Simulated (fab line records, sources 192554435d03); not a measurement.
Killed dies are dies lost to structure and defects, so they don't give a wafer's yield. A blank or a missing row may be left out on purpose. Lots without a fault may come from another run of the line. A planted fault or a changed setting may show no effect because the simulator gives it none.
fab line records | flow n5_finfet
record lots=6 wafers=16 last_day=22
route steps=1938 shown BEOL_M1@756 BEOL_M4@1111 PASSIVATION@1936
lots that met no fault: from a run of the same line without faults
start_h: hours from the record's first day to the start of the lot's first wafer shown | wait_h: hours since the lot's step before | " the same as in the row above | L1.1+2: a row that stands for several wafers | - no value, or no start given | * or withheld: withheld | < > ~ a bound
route shown NAME@n: a module of which the file shows steps, and the number in the route of the first | usual: mean/standard deviation of fault-free wafers | same: alike in all rows | chamber/n: place in a boat | sites: the reading at each site | _std_site: their standard deviation | _edge_site: outer sites' mean less inner sites' | radius_mm: how far each site lies from the wafer's centre | mask NAME#n: copy n | behind: the tool/chamber that last shaped the wafer | hold: why the lot was held/for how many hours/how that ended | device: the transistor (n, p or np) that didn't switch | end of line: the same wafers' tests at the end of the route | a step without rows: its recipe alone | killed: dies lost to structure and defects at the first sort, not the wafer's yield | map: a wafer's dies, x killed, . not, _ none there
set.NAME: the setting as run; set.NAME@STEP: as run at that earlier step | model.NAME: the simulator's own value behind a step, which no gauge read
lots at some steps of the route; a table a step, a row a wafer
services: from which hour (start_h, from the record's first day; less than 0 if before it) a tool's chamber was out of use, for how many hours, and why
## steps
# step N5_BEOL_M1_COAT_62
# recipe resist=SiARC temp_c=220 time_s=60 spin_rpm=1500 resist_thk_nm=12
# step N5_BEOL_M1_COAT_73
# recipe resist=underlayer temp_c=205 time_s=60 spin_rpm=1500 resist_thk_nm=5
# step N5_BEOL_M1_COAT_05
# recipe resist=CAR-EUV spin_rpm=1500 resist_thk_nm=30
# step N5_BEOL_M1_EBR_07
# recipe solvent=PGMEA ebr_width_mm=1.5
# step N5_BEOL_M1_SOFTBAKE_06
# recipe temp_c=110 time_s=60 resist=CAR-EUV
# step N5_BEOL_M1_EXPOSE_08
# recipe mask_id=M1 na=0.33 source_shape=dipole sigma_inner=0.369 sigma_outer=0.767 polarization=unpolarized dose_mj=33
# step N5_BEOL_M1_PEB_09
# recipe peb_temp_c=100 peb_time_s=60 resist=CAR-EUV
# step N5_BEOL_M1_DEVELOP_10
# recipe develop_time_s=30 developer=TMAH resist=CAR-EUV rinse_liquid=surfactant_rinse dry=air_spin dev_temp_c=23
# step N5_BEOL_M1_CD_MEAS_11
# recipe target_cd_nm=17.05 landing_energy_ev=500 detector=se_inlens polarity=opening
# usual cd_nm=17.03/0.23
# columns lot.wafer tool chamber start_h wait_h cd_nm
L969.1 cd_sem-02 0 132.44 - 16.80
L969.3 " 0 " " 16.85
L969.6 " 0 " " 17.04
L971.2 cd_sem-03 0 136.66 - 17.09
L971.3 " 0 " " 17.22
L971.5 " 0 " " 16.87
L983.1 cd_sem-03 0 216.91 - 16.88
L983.5 " 0 " " 17.41
L985.1 cd_sem-02 0 226.69 - 16.70
L985.5 " 0 " " 17.36
L987.2 cd_sem-02 0 239.70 - 17.53
L987.3 " 0 " " 16.94
L987.6 " 0 " " 17.11
L990.1 cd_sem-02 0 256.23 - 17.54
L990.2 " 0 " " 16.63
L990.5 " 0 " " 17.15
# step N5_BEOL_M1_OVL_MEAS_12
# recipe points_per_wafer=522
# usual M1_OVL=-0.6/0.77
# same points_per_wafer=522
# columns lot.wafer tool chamber start_h wait_h M1_OVL[nm]
L969.1 overlay-02 0 132.47 0.0 -1.5
L969.3 " 0 " " -1.2
L969.6 " 0 " " -0.7
L971.2 overlay-02 0 136.69 0.0 -0.9
L971.3 " 0 " " -0.7
L971.5 " 0 " " 0.7
L983.1 overlay-02 0 216.94 0.0 -1.3
L983.5 " 0 " " -1.6
L985.1 overlay-02 0 226.72 0.0 -0.9
L985.5 " 0 " " -1.3
L987.2 overlay-01 0 239.74 0.0 -0.3
L987.3 " 0 " " -0.6
L987.6 " 0 " " -0.6
L990.1 overlay-02 0 256.26 0.0 -0.5
L990.2 " 0 " " -1.2
L990.5 " 0 " " 0.5
# step N5_BEOL_M1_INSPECT_13
# recipe mode=adi inspect_instrument=brightfield
# usual raw_defect_count=389/89
# columns lot.wafer tool chamber start_h wait_h raw_defect_count
L969.1 defect_inspect-01 - 132.53 0.1 480
L969.3 " - " " 320
L969.6 " - " " 294
L971.2 defect_inspect-01 - 136.75 0.0 313
L971.3 " - " " 279
L971.5 " - " " 483
L983.1 defect_inspect-02 - 217.00 0.1 378
L983.5 " - " " 369
L985.1 defect_inspect-01 - 226.78 0.1 539
L985.5 " - " " 377
L987.2 defect_inspect-01 - 239.79 0.0 595
L987.3 " - " " 721
L987.6 " - " " 519
L990.1 defect_inspect-01 - 256.32 0.1 497
L990.2 " - " " 406
L990.5 " - " " 359
# step N5_BEOL_M1_DESCUM_16
# recipe chemistry=O2 time_s=7 source_power_w=50 bias_power_w=20 pressure_mtorr=20 rf_frequency_hz=2.712e+07 temp_c=40 resist=CAR-EUV o2_flow_sccm=225
# usual drypump_motor_current_A=5.9/0.36 oes_product_au=0.81/0.083 rf_vpp_V=243.0/1.3 showerhead_plenum_p_Torr=2.08/0.068 throttle_valve_pct=20.40/0.14
# columns lot.wafer tool chamber start_h wait_h drypump_motor_current_A oes_product_au rf_hours_counter_h rf_vpp_V showerhead_plenum_p_Torr throttle_valve_pct
L969.1 rie_diel-06 3 132.57 0.0 5.8 0.70 218 240.3 1.98 20.24
L969.3 " 2 " " 5.5 0.82 92 243.8 2.12 20.32
L969.6 " 0 " " 6.5 0.78 - 243.5 2.19 20.39
L971.2 rie_diel-06 3 137.17 0.4 5.8 0.69 220 242.4 1.98 20.26
L971.3 " 0 " " 6.5 0.78 132 245.1 2.19 20.40
L971.5 " 0 " " 6.5 0.78 - 244.6 2.19 20.41
L983.1 rie_diel-06 3 217.05 0.0 5.8 0.68 243 240.7 1.97 20.29
L983.5 " 3 " " 5.8 0.68 - 242.4 1.97 20.29
L985.1 rie_diel-06 3 226.81 0.0 5.8 0.68 246 241.1 1.97 20.29
L985.5 " 0 " " 6.5 0.75 - 244.9 2.18 20.44
L987.2 rie_diel-03 0 239.83 0.0 6.0 0.86 57 241.0 2.05 20.63
L987.3 " 2 " " 5.9 0.80 71 244.0 2.12 20.37
L987.6 " 3 " " 6.1 0.80 - 242.6 2.01 20.21
L990.1 rie_diel-03 0 256.36 0.0 6.0 0.85 61 241.6 2.05 20.63
L990.2 " 3 " " 6.2 0.79 117 243.0 2.01 20.24
L990.5 " 3 " " 6.2 0.80 - 242.3 2.01 20.23
# step N5_BEOL_M1_ETCH_74
# recipe chemistry=N2/H2 target=underlayer target_depth_a=65 mask_material=CAR-EUV time_s=5.2 ion_energy_ev=200 pressure_mtorr=30 source_w=840 bias_w=150 n2_flow_sccm=200 h2_flow_sccm=200 ends=cleared
# usual drypump_motor_current_A=5.9/0.36 etch_rf_on_time_s=5.20/0.077 oes_product_au=0.69/0.071 rf_vpp_V=523.4/2.6 showerhead_plenum_p_Torr=2.53/0.08 throttle_valve_pct=17.83/0.16
# columns lot.wafer tool chamber start_h wait_h drypump_motor_current_A etch_rf_on_time_s oes_product_au rf_hours_counter_h rf_vpp_V showerhead_plenum_p_Torr throttle_valve_pct
L969.1 rie_diel-06 3 132.60 0.0 5.8 5.30 0.60 218 520.4 2.41 17.72
L969.3 " 2 " " 5.5 5.19 0.69 92 524.1 2.57 17.71
L969.6 " 0 " " 6.5 5.22 0.67 - 525.9 2.66 17.86
L971.2 rie_diel-06 3 137.20 0.0 5.8 5.25 0.59 220 521.2 2.41 17.75
L971.3 " 0 " " 6.5 5.24 0.66 132 527.9 2.65 17.83
L971.5 " 0 " " 6.5 5.29 0.66 - 526.8 2.65 17.84
L983.1 rie_diel-06 3 217.09 0.0 5.9 5.31 0.58 243 521.2 2.40 17.79
L983.5 " 3 " " 5.8 6.36 0.52 - 518.0 2.40 17.77
L985.1 rie_diel-06 3 226.85 0.0 5.8 5.35 0.57 246 516.6 2.40 17.79
L985.5 " 0 " " 6.5 6.31 0.58 - 526.2 2.64 17.86
L987.2 rie_diel-03 0 239.86 0.0 6.0 5.17 0.73 57 523.6 2.48 17.93
L987.3 " 2 " " 5.9 5.16 0.70 71 524.9 2.58 17.87
L987.6 " 3 " " 6.2 5.23 0.67 - 523.6 2.45 17.58
L990.1 rie_diel-03 0 256.39 0.0 6.0 5.16 0.73 61 521.8 2.48 17.94
L990.2 " 3 " " 6.2 5.19 0.67 117 522.7 2.45 17.64
L990.5 " 3 " " 6.2 5.26 0.67 - 521.5 2.45 17.61
# step N5_BEOL_M1_ETCH_63
# recipe chemistry=CF4 target=SiARC target_depth_a=156 mask_material=CAR-EUV time_s=26 ion_energy_ev=80 pressure_mtorr=40 source_w=545 bias_w=36 Ar_flow_sccm=100 cf4_flow_sccm=100 ends=cleared
# usual cf4_flow_sccm=99.97/0.26 drypump_motor_current_A=5.9/0.36 etch_rf_on_time_s=25.9/0.4 oes_product_au=0.69/0.071 rf_vpp_V=184.0/1.1 showerhead_plenum_p_Torr=2.13/0.064 throttle_valve_pct=15.57/0.13
# columns lot.wafer tool chamber start_h wait_h cf4_flow_sccm drypump_motor_current_A etch_rf_on_time_s oes_product_au rf_hours_counter_h rf_vpp_V showerhead_plenum_p_Torr throttle_valve_pct
L969.1 rie_diel-06 3 132.62 0.0 100.04 5.8 26.7 0.59 218 181.7 2.03 15.51
L969.3 " 2 " " 99.92 5.5 25.9 0.70 92 185.3 2.16 15.47
L969.6 " 0 " " 100.25 6.5 26.3 0.67 - 185.3 2.23 15.53
L971.2 rie_diel-06 3 137.22 0.0 99.98 5.8 25.8 0.60 220 182.0 2.03 15.50
L971.3 " 0 " " 100.42 6.5 26.0 0.67 132 184.5 2.23 15.53
L971.5 " 0 " " 100.12 6.5 25.9 0.67 - 184.3 2.23 15.54
L983.1 rie_diel-06 3 217.10 0.0 99.74 5.8 26.3 0.58 243 183.0 2.02 15.55
L983.5 " 3 " " 100.07 5.8 26.4 0.58 - 183.2 2.02 15.55
L985.1 rie_diel-06 3 226.86 0.0 100.16 5.8 26.4 0.58 246 182.4 2.02 15.55
L985.5 " 0 " " 100.55 6.5 26.5 0.64 - 184.1 2.22 15.60
L987.2 rie_diel-03 0 239.88 0.0 100.17 6.0 26.0 0.72 57 183.3 2.09 15.69
L987.3 " 2 " " 100.19 5.8 25.8 0.70 71 184.6 2.17 15.57
L987.6 " 3 " " 100.21 6.2 26.2 0.68 - 183.0 2.07 15.45
L990.1 rie_diel-03 0 256.41 0.0 100.10 6.0 26.1 0.72 61 182.7 2.09 15.71
L990.2 " 3 " " 100.21 6.2 26.2 0.67 117 183.2 2.07 15.45
L990.5 " 3 " " 100.37 6.2 26.1 0.68 - 181.7 2.07 15.47
# step N5_BEOL_M4_RC_MEAS_101
# usual DIBL_N=36.3/1.1 DIBL_P=36.3/1.4 IOFF_N=0.155/0.019 IOFF_P=0.211/0.027 ION_N=672/8.5 ION_P=462/5.8 SS_N=71.5/0.56 SS_P=73.3/0.52 VT_N=249.9/2.5 VT_P=-249.8/2.8
# columns lot.wafer tool chamber start_h wait_h DIBL_N[mV/V] DIBL_P[mV/V] IOFF_N[nA/um] IOFF_P[nA/um] ION_N[uA/um] ION_P[uA/um] SS_N[mV/dec] SS_P[mV/dec] VT_N[mV] VT_P[mV]
L969.1 prober-01 0 210.04 0.0 35.1 36.2 0.143 0.197 664 453 71.6 72.3 253.7 -249.6
L969.3 " 0 " " 35.3 36.1 0.152 0.196 681 460 72.1 73.4 248.7 -252.2
L969.6 " 0 " " 38.4 40.2 0.228 0.288 693 467 71.9 74.4 246.0 -245.8
L971.2 prober-01 0 219.99 0.2 36.1 36.9 0.144 0.220 668 467 71.6 72.2 251.3 -248.3
L971.3 " 0 " " 35.6 37.1 0.138 0.219 668 465 71.4 73.3 252.5 -249.1
L971.5 " 0 " " 37.0 39.1 0.171 0.263 678 469 71.3 73.4 251.1 -247.9
L985.1 prober-01 0 376.28 0.0 36.3 36.6 0.168 0.226 687 470 71.9 73.7 247.1 -248.9
L985.5 " 0 " " 36.7 36.3 0.170 0.219 685 466 71.9 73.4 247.7 -248.3
L983.1 prober-01 0 391.32 0.0 35.9 36.9 0.156 0.221 670 460 70.8 73.5 250.6 -248.0
L983.5 " 0 " " 36.1 36.5 0.168 0.222 681 466 71.4 73.5 247.5 -247.2
L987.2 prober-02 0 391.49 0.2 35.5 36.1 0.146 0.202 671 463 71.5 72.4 251.1 -248.8
L987.3 " 0 " " 36.0 36.0 0.147 0.205 675 466 70.9 72.3 251.9 -248.4
L987.6 " 0 " " 34.5 34.1 0.123 0.172 663 464 70.9 72.8 253.5 -252.7
L990.1 prober-01 0 400.81 0.0 36.4 35.7 0.167 0.213 677 456 72.0 73.1 249.3 -249.3
L990.2 " 0 " " 35.8 35.1 0.154 0.208 673 455 72.6 73.7 249.8 -249.9
L990.5 " 0 " " 35.6 34.6 0.155 0.197 673 460 72.1 73.2 248.3 -250.5
# step N5_PASSIVATION_PROBE_49
# usual defect_limited_yield=91.4/1.2 killed_at_M0_to_M3=34/10 killed_at_M4_up=14/5.1 killed_at_contacts=12/6.4 killed_at_front_end=38/9.3 killed_at_other=4/3 killed_dies=102/15 killed_open=67/12 killed_short=33/6.9 sort_bin_5_function=5.0/0.86 sort_bin_6_memory=3.2/0.58 sort_n_pass=1078/15 sort_yield_pct=91.4/1.2
# same gross_dies=1180 killed_at_back_side=0 sort_bin_4_leakage[%]=0 sort_bin_8_speed[%]=0
# columns lot.wafer tool chamber start_h wait_h defect_limited_yield[%] killed_at_M0_to_M3 killed_at_M4_up killed_at_contacts killed_at_front_end killed_at_other killed_dies killed_open killed_short sort_bin_5_function[%] sort_bin_6_memory[%] sort_n_pass sort_yield_pct[%]
L969.1 prober-02 - 313.66 0.0 91.9 42 6 12 25 11 96 62 33 5.1 2.5 1084 91.9
L969.3 prober-02 - 313.76 0.1 91.8 40 1 11 37 8 97 68 28 5.2 2.8 1083 91.8
L969.6 prober-02 - 313.91 0.3 90.2 38 10 8 46 14 116 82 33 5.7 3.8 1064 90.2
L971.2 prober-01 - 330.47 0.1 91.8 26 15 5 38 13 97 64 31 5.3 2.6 1083 91.8
L971.3 prober-01 - 330.52 0.1 91.1 31 16 16 38 4 105 71 32 5.3 3.3 1075 91.1
L971.5 prober-01 - 330.62 0.2 89.7 34 13 14 53 7 121 94 25 6.0 4.0 1059 89.7
L985.5 prober-01 - 485.74 0.2 90.7 37 20 5 44 4 110 73 33 6.1 2.7 1070 90.7
L983.1 prober-01 - 505.24 0.0 92.9 18 12 7 43 4 84 53 28 3.6 3.0 1096 92.9
L983.5 prober-01 - 505.44 0.2 92.6 33 12 6 27 9 87 54 33 4.2 2.6 1093 92.6
L990.1 prober-01 - 511.85 0.0 91.8 33 10 8 45 1 97 66 29 4.7 3.3 1083 91.8
L990.2 prober-01 - 511.90 0.1 90.9 53 15 3 35 1 107 59 46 5.7 3.0 1073 90.9
L990.5 prober-01 - 512.05 0.2 90.3 57 13 7 37 0 114 75 39 5.5 3.9 1066 90.3
L987.2 prober-01 - 522.31 0.1 92.9 30 17 8 27 2 84 55 25 3.8 3.1 1096 92.9
L987.3 prober-01 - 522.36 0.1 93.1 37 15 12 17 1 82 52 27 4.6 2.4 1098 93.1
L987.6 prober-01 - 522.51 0.3 92.0 40 22 15 17 0 94 54 38 4.7 2.7 1086 92.0
# killed by level:class
L969.1 BEOL_M0_SAQP:geometric_particle:open=10 BEOL_M0_SAQP:geometric_particle:short=10 MOL_CONTACT_COAG:geometric_particle:open=9 STI_FIN_REVEAL:geometric_particle:open=8 BEOL_M3:geometric_particle:open=8 FIN_SAQP:geometric_particle:short=5 BEOL_M2:geometric_particle:open=5 BEOL_M0:geometric_particle:open=4
L969.3 FIN_SAQP:geometric_particle:open=10 MOL_CONTACT_COAG:geometric_particle:open=10 BEOL_M0_SAQP:geometric_particle:short=7 FIN_SAQP:geometric_particle:short=6 STI_FIN_REVEAL:geometric_particle:open=6 BEOL_M3:geometric_particle:open=6 BEOL_M0_SAQP:geometric_particle:open=6 BEOL_M1:geometric_particle:open=6
L969.6 STI_FIN_REVEAL:geometric_particle:open=21 BEOL_M0_SAQP:geometric_particle:open=9 BEOL_M0_SAQP:geometric_particle:short=8 MOL_CONTACT_COAG:geometric_particle:open=7 BEOL_M1:geometric_particle:open=6 BEOL_M2:geometric_particle:open=6 PASS1_CAP:geometric_particle:open=6 FIN_SAQP:geometric_particle:short=5
L971.2 STI_FIN_REVEAL:geometric_particle:open=11 FIN_SAQP:geometric_particle:open=7 BEOL_M2:geometric_particle:open=6 GATE_CUT:geometric_particle:short=5 BEOL_M0_SAQP:geometric_particle:open=5 BEOL_M3:geometric_particle:open=5 MOL_CONTACT_COAG:geometric_particle:open=4 BEOL_M0_SAQP:geometric_particle:short=4
L971.3 BEOL_M3:geometric_particle:open=18 MOL_CONTACT_COAG:geometric_particle:open=13 GATE_CUT:geometric_particle:short=7 STI_FIN_REVEAL:geometric_particle:open=6 BEOL_M4:geometric_particle:open=5 FIN_SAQP:geometric_particle:short=4 GATE_CUT:geometric_particle:open=4 BEOL_M0_SAQP:geometric_particle:open=4
L971.5 FIN_SAQP:geometric_particle:open=23 MOL_CONTACT_COAG:geometric_particle:open=13 BEOL_M2:geometric_particle:open=10 BEOL_M0_SAQP:geometric_particle:open=10 FIN_SAQP:geometric_particle:short=7 STI_FIN_REVEAL:geometric_particle:open=6 BEOL_M3:geometric_particle:open=6 GATE_CUT:geometric_particle:open=5
L985.5 STI_FIN_REVEAL:geometric_particle:open=12 FIN_SAQP:geometric_particle:open=9 BEOL_M0_SAQP:geometric_particle:short=9 BEOL_M2:geometric_particle:open=9 BEOL_M4:geometric_particle:open=9 BEOL_M0_SAQP:geometric_particle:open=8 FIN_SAQP:geometric_particle:short=7 BEOL_M5:geometric_particle:open=6
L983.1 FIN_SAQP:geometric_particle:open=10 DUMMY_GATE:geometric_particle:open=5 MOL_CONTACT_COAG:geometric_particle:open=5 FIN_SAQP:geometric_particle:short=4 DUMMY_GATE:geometric_particle:short=4 BEOL_M0_SAQP:geometric_particle:short=4 STI_FIN_REVEAL:geometric_particle:open=3 BEOL_M0_SAQP:geometric_particle:open=3
L983.5 BEOL_M0_SAQP:geometric_particle:open=10 BEOL_M0_SAQP:geometric_particle:short=7 BEOL_M2:geometric_particle:open=6 BEOL_M4:geometric_particle:open=5 FIN_SAQP:geometric_particle:open=4 FIN_SAQP:geometric_particle:short=4 STI_FIN_REVEAL:geometric_particle:open=4 MOL_CONTACT_COAG:geometric_particle:open=4
L990.1 STI_FIN_REVEAL:geometric_particle:open=19 BEOL_M0_SAQP:geometric_particle:short=10 BEOL_M0_SAQP:geometric_particle:open=7 MOL_CONTACT_COAG:geometric_particle:open=7 STI_FIN_REVEAL:geometric_particle:short=6 BEOL_M2:geometric_particle:open=6 FIN_SAQP:geometric_particle:open=5 BEOL_M4:geometric_particle:open=5
L990.2 BEOL_M0_SAQP:geometric_particle:short=16 BEOL_M0_SAQP:geometric_particle:open=15 STI_FIN_REVEAL:geometric_particle:open=11 BEOL_M2:geometric_particle:open=6 BEOL_M4:geometric_particle:open=6 FIN_SAQP:geometric_particle:short=5 GATE_CUT:geometric_particle:short=5 FIN_SAQP:geometric_particle:open=4
L990.5 BEOL_M0_SAQP:geometric_particle:short=18 STI_FIN_REVEAL:geometric_particle:open=15 BEOL_M0_SAQP:geometric_particle:open=11 BEOL_M1:geometric_particle:open=7 BEOL_M3:geometric_particle:open=7 BEOL_M2:geometric_particle:open=6 GATE_CUT:geometric_particle:open=5 GATE_CUT:geometric_particle:short=5
L987.2 MOL_CONTACT_COAG:geometric_particle:open=7 BEOL_M0_SAQP:geometric_particle:short=7 BEOL_M0_SAQP:geometric_particle:open=7 GATE_CUT:geometric_particle:short=6 BEOL_M4:geometric_particle:open=6 STI_FIN_REVEAL:geometric_particle:open=5 FIN_SAQP:geometric_particle:open=4 GATE_CUT:geometric_particle:open=4
L987.3 BEOL_M2:geometric_particle:open=11 MOL_CONTACT_COAG:geometric_particle:open=9 BEOL_M0_SAQP:geometric_particle:short=9 BEOL_M4:geometric_particle:open=6 BEOL_M0_SAQP:geometric_particle:open=5 FIN_SAQP:geometric_particle:open=4 FIN_SAQP:geometric_particle:short=3 STI_FIN_REVEAL:geometric_particle:open=3
L987.6 MOL_CONTACT_COAG:geometric_particle:open=9 BEOL_M2:geometric_particle:open=9 BEOL_M4:geometric_particle:open=7 BEOL_M0_SAQP:geometric_particle:short=7 MOL_CONTACT_COAG:geometric_particle:short=6 BEOL_M0_SAQP:geometric_particle:open=6 STI_FIN_REVEAL:geometric_particle:short=5 STI_FIN_REVEAL:geometric_particle:open=4
## services
# columns tool chamber start_h hours kind
rie_diel-06 1 123.02 - clean
rie_diel-06 1 123.02 - consumable_replace:focus_ring
rie_diel-06 1 123.02 17.3 scheduled_down
rie_diel-06 1 123.02 17.3 vent_cycle
rie_diel-03 0 125.34 6.0 repair
## key
first_sign step=N5_BEOL_M1_ETCH_74 reading=etch_rf_on_time_s direction=up sigmas=15 usual=* struck=*
effect none on later readings
met_at N5_BEOL_M1_ETCH_74
struck_wafers L983.5,L985.5
onset_between 137.20 217.09
fault kind=process_parameter_drift tool=rie_diel-06 chamber=- onset_h=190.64 steps=N5_BEOL_M1_ETCH_74 channel=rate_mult offset=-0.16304 shape=step end_h=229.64 scope=struck_wafers_only
